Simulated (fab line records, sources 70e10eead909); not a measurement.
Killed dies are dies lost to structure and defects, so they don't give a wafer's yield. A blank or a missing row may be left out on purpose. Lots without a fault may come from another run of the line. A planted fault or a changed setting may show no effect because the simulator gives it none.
fab line records | flow nand_harc
record lots=12 wafers=36 last_day=33
route steps=1302 shown A_CONTACT@1103 A_BLC@1130 A_M0@1154
lots that met no fault: from a run of the same line without faults
start_h: hours from the record's first day to the start of the lot's first wafer shown | wait_h: hours since the lot's step before | " the same as in the row above | L1.1+2: a row that stands for several wafers | - no value, or no start given | * or withheld: withheld | < > ~ a bound
route shown NAME@n: a module of which the file shows steps, and the number in the route of the first | usual: mean/standard deviation of fault-free wafers | same: alike in all rows | chamber/n: place in a boat | sites: the reading at each site | _std_site: their standard deviation | _edge_site: outer sites' mean less inner sites' | radius_mm: how far each site lies from the wafer's centre | mask NAME#n: copy n | behind: the tool/chamber that last shaped the wafer | hold: why the lot was held/for how many hours/how that ended | device: the transistor (n, p or np) that didn't switch | end of line: the same wafers' tests at the end of the route | a step without rows: its recipe alone | killed: dies lost to structure and defects at the first sort, not the wafer's yield | map: a wafer's dies, x killed, . not, _ none there
set.NAME: the setting as run; set.NAME@STEP: as run at that earlier step | model.NAME: the simulator's own value behind a step, which no gauge read
steps of the route over a sample of lots; a table a step, a row a wafer
services: from which hour (start_h, from the record's first day; less than 0 if before it) a tool's chamber was out of use, for how many hours, and why
## steps
# step NHARC_A_CONTACT_CMP_20
# recipe t_overpolish_s=30 target_thk_nm=300
# usual edge_zone_pressure_frac=1.000/0.0046 motor_current_A=11.5/0.84 overpolish_run_s=30.001/0.0086 time_to_endpoint_s=62/3.3
# columns lot.wafer tool chamber start_h wait_h edge_zone_pressure_frac motor_current_A overpolish_run_s time_to_endpoint_s
L816.1 cmp-04 1 528.16 0.8 0.998 13.2 29.993 63
L816.2 " 3 " " 0.998 10.8 30.009 60
L816.5 " 1 " " 0.990 12.9 29.996 62
L818.2 cmp-04 3 544.02 0.8 1.004 10.5 29.979 61
L818.4 " 0 " " 1.004 12.4 30.001 59
L818.3 " 1 " " 1.004 13.2 30.011 62
L819.3 cmp-02 3 552.69 0.4 0.998 10.8 30.003 66
L819.2 " 1 " " 1.005 10.5 29.991 70
L819.1 " 2 " " 0.998 10.6 29.991 62
L822.1 cmp-03 0 589.77 0.6 1.000 11.9 30.007 59
L822.4 " 1 " " 1.011 11.4 29.995 62
L822.2 " 2 " " 0.994 11.8 29.995 55
L823.3 cmp-02 1 591.59 0.5 1.003 10.8 30.000 66
L823.1 " 2 " " 0.994 11.3 30.003 63
L823.5 " 1 " " 1.004 10.4 30.000 64
L824.2 cmp-02 3 606.69 0.6 0.997 11.1 30.000 61
L824.4 " 1 " " 1.000 10.8 29.986 64
L824.5 " 3 " " 1.003 10.8 30.002 61
L826.4 cmp-03 0 635.34 0.5 1.006 11.3 30.001 61
L826.1 " 3 " " 0.992 10.4 30.003 66
L826.6 " 0 " " 1.005 12.4 30.011 61
L833.1 cmp-02 1 710.38 0.6 0.997 10.5 29.994 62
L833.2 " 3 " " 1.001 10.8 30.003 61
L833.3 " 0 " " 0.996 13.1 29.997 60
L835.4 cmp-03 3 719.34 0.5 0.999 11.2 30.000 61
L835.6 " 2 " " 1.005 12.3 30.003 56
L835.5 " 3 " " 1.002 11.0 30.010 60
L837.4 cmp-03 0 723.48 0.4 1.006 12.1 30.013 59
L837.3 " 2 " " 0.999 11.6 30.008 55
L837.5 " 0 " " 0.997 10.9 30.002 57
L836.1 cmp-04 3 725.50 1.4 1.000 10.6 29.996 63
L836.3 " 0 " " 1.000 11.9 29.983 61
L836.6 " 3 " " 0.996 11.0 30.001 59
L839.3 cmp-04 1 738.54 0.5 1.004 13.1 30.010 61
L839.4 " 3 " " 0.996 11.5 29.993 63
L839.6 " 1 " " 0.991 13.2 29.990 62
# step NHARC_A_BLC_PVD_32
# recipe target_thk_a=50 chamber_pressure_pa=5 power_w=5000 substrate_temp_c=200 time_s=17.7 material=Ti
# usual cathode_dc_power_W=5000.0/0.9 throttle_valve_pct=29.6/1.3
# columns lot.wafer tool chamber start_h wait_h cathode_dc_power_W throttle_valve_pct
L816.2 pvd_sputter-02 - - - 4999.6 29.8
L816.1 " - " " 5001.5 30.8
L816.5 " - " " 4999.1 29.4
L818.2 pvd_sputter-02 - - - 5000.3 31.0
L818.4 " - " " 4999.7 29.4
L818.3 " - " " 5000.3 30.4
L819.2 pvd_sputter-03 - - - 4999.1 29.9
L819.3 " - " " 4998.7 31.6
L819.1 " - " " 4998.1 30.2
L822.1 pvd_sputter-01 - - - 4999.3 29.7
L822.4 " - " " 5001.3 27.0
L822.2 " - " " 4999.3 28.9
L823.3 pvd_sputter-03 - - - 4999.9 31.5
L823.1 " - " " 5000.4 30.4
L823.5 " - " " 4998.9 31.4
L824.2 pvd_sputter-02 - - - 5000.4 29.7
L824.4 " - " " 4999.2 30.4
L824.5 " - " " 5000.0 28.5
L826.4 pvd_sputter-01 - - - 5001.0 30.8
L826.1 " - " " 5000.0 26.7
L826.6 " - " " 5000.9 31.1
L833.3 pvd_sputter-01 - - - 4999.3 29.5
L833.2 " - " " 4999.6 29.0
L833.1 " - " " 4999.9 31.2
L835.4 pvd_sputter-02 - - - 4999.3 30.1
L835.6 " - " " 5000.0 30.0
L835.5 " - " " 5000.9 29.9
L837.4 pvd_sputter-03 - - - 4999.8 28.2
L837.3 " - " " 4998.8 31.0
L837.5 " - " " 5001.2 29.1
L836.3 pvd_sputter-01 - - - 5000.2 29.5
L836.1 " - " " 5000.0 26.7
L836.6 " - " " 5000.0 29.3
L839.4 pvd_sputter-01 - - - 5001.3 27.1
L839.3 " - " " 4999.9 29.5
L839.6 " - " " 4997.7 26.7
# step NHARC_A_M0_STRIP_18
# recipe power_w=1000 n2_flow_sccm=150 h2_flow_sccm=150 ar_flow_sccm=0 bias_w=0 chemistry=N2/H2
# usual drypump_motor_current_A=5.7/0.55 oes_product_au=1.000/0.0098 rf_vpp_V=90.8/0.97 showerhead_plenum_p_Torr=2.06/0.09 throttle_valve_pct=14.171/0.0093
# columns lot.wafer tool chamber start_h wait_h drypump_motor_current_A oes_product_au rf_hours_counter_h rf_vpp_V showerhead_plenum_p_Torr throttle_valve_pct
L816.2 rie_diel-01 3 533.66 0.1 4.7 0.992 8 90.6 2.08 14.193
L816.1 " 1 " " 5.1 0.983 7 91.7 2.19 14.173
L816.5 " 2 " " 5.9 1.007 - 92.1 2.19 14.183
L818.2 rie_diel-01 2 549.52 0.1 5.9 0.999 9 92.0 2.19 14.189
L818.3 " 3 " " 4.8 1.005 9 91.3 2.08 14.167
L818.4 " 2 " " 5.9 1.005 - 92.4 2.19 14.158
L819.1 rie_diel-05 2 558.10 0.1 6.4 1.009 7 91.9 2.12 14.185
L819.3 " 3 " " 6.1 0.995 7 90.0 2.11 14.173
L819.2 " 0 " " 6.0 1.003 7 89.5 2.06 14.178
L822.2 rie_diel-07 0 595.18 0.1 5.7 0.976 8 89.3 1.92 14.164
L822.1 " 2 " " 6.4 0.994 7 91.6 1.92 14.177
L822.4 " 3 " " 5.4 0.990 8 90.8 1.97 14.160
L823.1 rie_diel-07 3 597.32 0.1 5.4 0.978 8 89.9 1.97 14.161
L823.3 " 0 " " 5.7 0.978 8 89.1 1.92 14.171
L823.5 " 1 " " 5.8 1.004 - 89.9 2.04 14.174
L824.4 rie_diel-05 3 612.27 0.1 6.1 1.014 1 89.7 2.11 14.165
L824.2 " 1 " " 6.0 1.004 1 89.0 1.97 14.170
L824.5 " 3 " " 6.1 1.004 - 92.4 2.11 14.167
L826.1 rie_diel-05 2 641.93 0.1 6.4 1.031 1 91.7 2.12 14.174
L826.4 " 1 " " 6.0 0.994 1 89.8 1.97 14.170
L826.6 " 3 " " 6.1 1.005 - 90.5 2.11 14.181
L833.3 rie_diel-07 2 715.89 0.1 6.4 0.991 4 89.7 1.92 14.176
L833.2 " 3 " " 5.4 0.996 3 91.1 1.97 14.163
L833.1 " 0 " " 5.7 1.003 3 89.9 1.92 14.170
L835.4 rie_diel-05 2 724.96 0.1 6.4 1.007 5 91.3 2.12 14.170
L835.5 " 3 " " 6.1 0.990 - 91.6 2.11 14.174
L835.6 " 0 " " 6.0 0.994 - 90.3 2.05 14.167
L837.4 rie_diel-01 3 729.00 0.1 4.7 1.010 12 88.7 2.07 14.173
L837.3 " 0 " " 4.8 0.999 13 91.7 1.94 14.188
L837.5 " 2 " " 5.9 1.014 - 91.3 2.19 14.180
L836.3 rie_diel-01 0 731.33 0.1 4.8 0.994 13 89.5 1.94 14.157
L836.1 " 2 " " 5.9 1.015 12 92.1 2.19 14.164
L836.6 " 1 " " 5.1 0.992 - 91.1 2.18 14.166
L839.3 rie_diel-01 0 744.10 0.1 4.8 1.000 0 90.0 1.94 14.166
L839.4 " 1 " " 5.1 0.987 - 91.5 2.18 14.176
L839.6 " 0 " " 4.8 0.997 - 90.1 1.94 14.157
# step NHARC_A_M0_ECD_22
# recipe target_thk_a=4000 bath_temp_c=25 material=Cu
# columns lot.wafer tool chamber start_h wait_h
L816.2+1+5 ecd_cu-02 0,1,1 534.59 -
L818.2+4+3 ecd_cu-02 1,1,0 550.48 -
L819.2+1+3 ecd_cu-02 1,0,1 559.00 -
L822.1+2+4 ecd_cu-01 1,0,0 596.08 -
L823.1+3+5 ecd_cu-01 0 598.18 -
L824.2+4+5 ecd_cu-02 1 613.16 -
L826.1+4+6 ecd_cu-02 0 642.88 -
L833.1+2+3 ecd_cu-02 1,0,1 716.80 -
L835.4+5+6 ecd_cu-02 0,0,1 725.92 -
L837.3+4+5 ecd_cu-01 0,1,1 730.01 -
L836.1+3+6 ecd_cu-01 0,1,0 732.27 -
L839.4+3+6 ecd_cu-01 1,0,0 745.11 -
# step NHARC_A_M0_CMP_23
# recipe t_overpolish_s=20 target_thk_nm=113.75
# usual edge_zone_pressure_frac=1.000/0.0048 motor_current_A=12.0/0.9 time_to_endpoint_s=29.1/2.8
# columns lot.wafer tool chamber start_h wait_h edge_zone_pressure_frac motor_current_A time_to_endpoint_s
L816.1 cmp-01 2 535.33 - 1.006 10.9 34.4
L816.2 " 0 " " 0.993 13.1 31.7
L816.5 " 2 " " 1.008 11.6 32.9
L818.2 cmp-04 1 551.20 - 0.996 12.6 29.1
L818.3 " 2 " " 0.996 12.1 26.7
L818.4 " 3 " " 1.002 10.7 26.4
L819.2 cmp-03 2 559.76 - 0.995 11.9 23.9
L819.1 " 3 " " 1.003 11.1 31.5
L819.3 " 0 " " 1.004 12.2 29.1
L822.4 cmp-04 1 596.80 - 0.995 12.9 26.9
L822.1 " 3 " " 0.999 10.5 27.7
L822.2 " 0 " " 0.992 12.1 25.3
L823.3 cmp-04 2 598.96 - 1.000 12.1 28.7
L823.1 " 3 " " 1.002 11.4 28.1
L823.5 " 0 " " 0.995 12.1 27.1
L824.4 cmp-03 1 613.89 - 1.003 11.0 33.7
L824.2 " 2 " " 1.001 12.6 28.6
L824.5 " 1 " " 1.004 10.9 29.0
L826.4 cmp-03 3 643.55 - 0.990 10.7 36.5
L826.1 " 1 " " 0.998 10.8 32.2
L826.6 " 0 " " 1.006 12.1 31.9
L833.1 cmp-03 0 717.52 - 1.002 11.5 28.1
L833.3 " 1 " " 1.000 10.8 50.5
L833.2 " 2 " " 1.003 12.2 22.9
L835.4 cmp-01 0 726.63 - 0.998 12.2 29.2
L835.5 " 1 " " 1.000 13.6 26.6
L835.6 " 2 " " 0.999 10.9 47.7
L837.4 cmp-01 3 730.69 - 1.005 12.7 30.5
L837.3 " 0 " " 1.004 12.9 30.0
L837.5 " 1 " " 0.998 12.8 30.1
L836.3 cmp-04 2 732.98 - 1.000 12.5 27.5
L836.1 " 0 " " 0.994 12.4 30.2
L836.6 " 3 " " 1.002 10.6 30.3
L839.4 cmp-01 0 745.78 - 1.001 12.3 28.0
L839.3 " 1 " " 1.000 13.0 27.0
L839.6 " 0 " " 1.003 13.0 27.0
## services
# columns tool chamber start_h hours kind
ecd_cu-01 - 512.17 8.0 pm
pvd_sputter-01 - 527.98 5.3 repair
cmp-04 - 536.91 4.3 repair
ecd_cu-02 - 537.50 1.5 repair
rie_diel-01 1 539.59 66.8 repair
cmp-03 - 554.15 4.0 pm
rie_diel-01 - 557.80 9.0 pm
cmp-03 - 562.54 2.0 repair
cmp-03 - 567.59 0.5 repair
rie_diel-01 - 572.00 0.5 repair
rie_diel-01 2 578.11 3.1 repair
pvd_sputter-01 - 582.00 10.0 pm
ecd_cu-02 - 584.88 1.0 repair
ecd_cu-02 - 596.00 8.0 pm
cmp-04 - 601.17 4.0 pm
ecd_cu-01 - 612.30 1.8 repair
ecd_cu-01 - 632.46 0.7 repair
cmp-03 - 652.15 4.0 pm
rie_diel-01 3 663.38 3.8 repair
ecd_cu-02 - 665.95 0.6 repair
cmp-04 - 686.19 0.9 repair
cmp-04 - 699.17 4.0 pm
cmp-03 - 701.97 0.3 repair
cmp-03 - 711.76 0.9 repair
## key
first_sign step=NHARC_A_M0_CMP_23 reading=time_to_endpoint_s direction=up sigmas=7.2 usual=* struck=*
effect none on later readings
met_at NHARC_A_M0_ECD_22
struck_lots L833,L835
struck_wafers L833.3,L835.6
not_acting_at NHARC_A_CONTACT_CMP_20,NHARC_A_BLC_PVD_32,NHARC_A_M0_STRIP_18
onset_between 642.88 716.80
fault kind=process_parameter_drift tool=ecd_cu-02 chamber=- onset_h=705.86 steps=NHARC_A_M0_ECD_22 channel=target_thk_a offset=* shape=step end_h=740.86 scope=struck_wafers_only acts_in=* stated=*
